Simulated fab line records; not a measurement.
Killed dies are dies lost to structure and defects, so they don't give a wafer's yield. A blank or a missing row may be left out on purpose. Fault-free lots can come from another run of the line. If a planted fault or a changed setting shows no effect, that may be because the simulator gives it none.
A lot that was struck, set against a sound lot	flow nand_harc	14 out of 1302 route steps
Sound: wafers L481.1, L481.4, L481.5. Struck: wafer L488.4. (L488.2 of the same lot was not struck and is left out.) The cause comes at the end.
Order at every step that has rows: each side's tool, ch and its chambers, its first start. Under that, the readings that differ: sound wafers	struck wafers	difference of the means	sigmas: that difference in standard deviations of wafers without a fault.
alike: readings whose means differ by less than 2 such deviations, and words and numbers that are the same on both sides. not compared: withheld readings, readings that some wafer has no value for, bounds like >300 that may hide the same value, and numbers for which the record gives no deviation and whose values overlap.
A row with sigmas, a row that says differs or no value, or rows on one side alone: a step with any of these is where the two part. Non-overlapping numbers with no deviation appear without sigmas and do not part them. A reading that every wafer of one side lacks parts them only if that side has two wafers or more.

first, 6 steps without rows for these wafers: NHARC_A_STAIRCASE_SOFTBAKE_04 (time 170 s); NHARC_A_STAIRCASE_EBR_05; NHARC_A_STAIRCASE_EXPOSE_06 (exposes mask STAIR); NHARC_A_STAIRCASE_PEB_07 (peb time 130 s); NHARC_A_STAIRCASE_DEVELOP_08 (time 140 s); NHARC_A_STAIRCASE_HARDBAKE_10 (time 140 s).
NHARC_A_STAIRCASE_DESCUM_11: chemistry O2, time 3 s.
  sound on rie_diel-01 ch 0,2,3, day 16 08:50; struck on rie_diel-01 ch 2, day 19 14:38
reading	sound	struck	difference	sigmas
rf_vpp_V (V)	58.5 57.2 58.4	59.9	+1.9	+2
  alike: drypump_motor_current_A, oes_product_au, showerhead_plenum_p_Torr, throttle_valve_pct
  not compared: rf_hours_counter_h
NHARC_A_STAIRCASE_TRIM_12: chemistry O2, time 211.2 s.
  sound on rie_diel-01 ch 1,2, day 16 08:54; struck on rie_diel-01 ch 2, day 19 14:53
  alike: drypump_motor_current_A, oes_product_au, rf_vpp_V, run_length_s, showerhead_plenum_p_Torr, throttle_valve_pct
  not compared: rf_hours_counter_h
NHARC_A_STAIRCASE_ETCH_13: etches the open film in C4F8/O2, target depth 100 nm, time 40.5 s.
  sound: rie_diel-01 ch 0,1,3; struck: rie_diel-01 ch 2
  alike: oes_product_au, rf_vpp_V
  not compared: rf_hours_counter_h
then, 1 step without rows for these wafers: NHARC_A_STAIRCASE_TRIM_14 (chemistry O2, time 211.2 s).
NHARC_A_STAIRCASE_ETCH_15: etches the open film in C4F8/O2, target depth 100 nm, time 40.5 s.
  sound: rie_diel-01 ch 1,2,3; struck: rie_diel-01 ch 1
  alike: oes_product_au, rf_vpp_V
  not compared: rf_hours_counter_h
NHARC_A_STAIRCASE_TRIM_16: chemistry O2, time 211.2 s.
  sound on rie_diel-01 ch 0,2, day 16 09:22; struck on rie_diel-01 ch 3, day 19 15:25
reading	sound	struck	difference	sigmas
run_length_s (s)	232.8 232.4 232.4	296.1	+63.6	+99 or more
  alike: drypump_motor_current_A, oes_product_au, rf_vpp_V, showerhead_plenum_p_Torr, throttle_valve_pct
  not compared: rf_hours_counter_h
NHARC_A_STAIRCASE_ETCH_17: etches the open film in C4F8/O2, target depth 100 nm, time 40.5 s.
  sound: rie_diel-01 ch 0,1,3; struck: rie_diel-01 ch 2
  alike: oes_product_au, rf_vpp_V
  not compared: rf_hours_counter_h
-- break in the record here, with 9 days between the starts of the struck wafers on either side (left off in module A_STAIRCASE, picked up again in module END, where the first step shown is number 1302 on the route) --
NHARC_END_SORT_01:
  the record has rows for the struck wafers here (prober-01 ch 0, day 28 06:16) and none for the sound ones

## WHERE THEY PART
First at NHARC_A_STAIRCASE_DESCUM_11; last, within this record, at NHARC_END_SORT_01.

WHY: what had been put in by the simulator
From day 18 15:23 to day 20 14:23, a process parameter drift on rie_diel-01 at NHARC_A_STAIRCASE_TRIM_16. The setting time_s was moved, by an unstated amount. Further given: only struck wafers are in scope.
